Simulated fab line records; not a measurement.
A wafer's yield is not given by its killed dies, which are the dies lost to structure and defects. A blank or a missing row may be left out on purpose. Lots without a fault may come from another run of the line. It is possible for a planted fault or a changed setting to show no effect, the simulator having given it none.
A lot that was struck, set against a sound lot -- flow n5 finfet -- 15 steps out of a route of 1938
Sound: the wafers L322.3, L322.4, L322.5. Struck: wafers L328.4, L328.5. (L328.1 of the same lot was not struck and is left out.) The cause comes at the end.
Per side, at each step with rows, come the tool, then ch with its chambers, and then its first start. Under that, the readings that differ: sound wafers -- struck wafers -- difference of the means -- sigmas: that difference in standard deviations of wafers without a fault.
alike: a reading whose means differ by less than 2 such deviations, as well as words and numbers matching on both sides. not compared: withheld readings; readings where some wafer has no value; bounds like >300 that might hide an equal value; numbers whose values overlap and for which the record gives no deviation.
Wherever a step has rows on one side only, a row that says differs or no value, or a row with sigmas, the two part there. When numbers do not overlap yet have no deviation, they are printed without sigmas and do not part them. A reading that every wafer of one side lacks parts them only if that side has two wafers or more.

first, 3 steps without rows for these wafers: N5_SDB_PRECLEAN_38 (cleans in dHF, time 10 s); N5_SDB_PRECLEAN_39 (cleans in O3/DIW, time 45 s); N5_SDB_SRD_28 (time 30 s).
N5_SDB_ALD_29: deposits SiNx, target thk 30 nm, pulse time 1 s, ald cycles 600.
  sound on ald sin-03 ch 0,3, day 4 19:58; struck on ald sin-03 ch 0,1, day 6 10:16
  alike: heater power outer w, heater power w, precursor pulse height rel
N5_SDB_CMP_30: polishes, stops on poly-Si, t overpolish 1.54 s, target thk 30 nm.
  sound on cmp-04 ch 1,2,3, day 4 22:44; struck on cmp-01 ch 1,2, day 6 13:01
  alike: motor current A, overpolish run s, platen rpm, slurry filter dp kPa, time to endpoint s
N5_SDB_THK_MEAS_31:
  sound: film metro-01 at day 4 22:59; struck: film metro-01 at day 6 13:18
  alike: SDB_THK
N5_SDB_INSPECT_36: inspects for defects (darkfield).
  sound: defect inspect-02 at day 4 23:01; struck: defect inspect-01 at day 6 13:20
reading,sound,struck,difference,sigmas
raw defect count,72 86 84,37 36,-44,-2
N5_DUMMY_REMOVAL_HM_STRIP_01: strips SiNx in CH3F/O2, stops on poly-Si, target depth 4 nm, time 6.8 s.
  sound on rie diel-02 ch 1,2,3, day 4 23:03; struck on rie diel-06 ch 1, day 6 13:22
  alike: bias w, drypump motor current A, oes product au, rf vpp V, showerhead plenum p Torr, throttle valve pct
  not compared: rf hours counter h
N5_DUMMY_REMOVAL_STRIP_10: strips in N2/H2, time 40 s.
  sound on rie diel-02 ch 1,2,3, day 4 23:05; struck on rie diel-06 ch 1, day 6 13:24
  alike: drypump motor current A, oes product au, rf vpp V, showerhead plenum p Torr, throttle valve pct
  not compared: rf hours counter h
then, 2 steps without rows for these wafers: N5_DUMMY_REMOVAL_PRECLEAN_07 (cleans in dHF, time 30 s); N5_DUMMY_REMOVAL_DUMMY_REMOVE_02 (chemistry TMAH, target poly-Si, stops on SiO2, target depth 142 nm, time 57 s, rinse time 30 s).
N5_DUMMY_REMOVAL_INSPECT_06: inspects for defects (brightfield).
  sound: defect inspect-02 at day 4 23:14; struck: defect inspect-01 at day 6 13:35
  alike: raw defect count
N5_DUMMY_REMOVAL_PRECLEAN_08: cleans in NF3:NH3, afs cycles 2, time 20 s, sublimation time 60 s.
  sound on remote plasma-01 ch 1, day 4 23:20; struck on remote plasma-02 ch 1, day 6 13:37
reading,sound,struck,difference,sigmas
rf power w (W),29.96 29.91 29.84,30.09 30.15,+0.22,+2
time s (s),20 20 20,17.509 17.509,-2.491,
then, 1 step without rows for these wafers: N5_DUMMY_REMOVAL_PRECLEAN_04 (cleans in DHF, time 37 s).
-- here the record skips 8 days between the struck wafers' starts before and after, leaving off in module DUMMY_REMOVAL and picking up in module PASSIVATION (first step shown: number 1936 of the route) --
N5_PASSIVATION_PROBE_49:
  sound: prober-01 at day 12 18:14; struck: prober-01 at day 14 08:40
  alike: killed_at_M0_to_M3, killed_at_M4_up, killed at contacts, killed at front end, killed at other, killed dies, killed open, killed short

== WHERE THEY PART ==
First at N5_SDB_INSPECT_36; last, within this record, at N5_DUMMY_REMOVAL_PRECLEAN_08. Later steps at which nothing parts them and some readings are alike: N5_PASSIVATION_PROBE_49.

WHY: what the simulator had put in
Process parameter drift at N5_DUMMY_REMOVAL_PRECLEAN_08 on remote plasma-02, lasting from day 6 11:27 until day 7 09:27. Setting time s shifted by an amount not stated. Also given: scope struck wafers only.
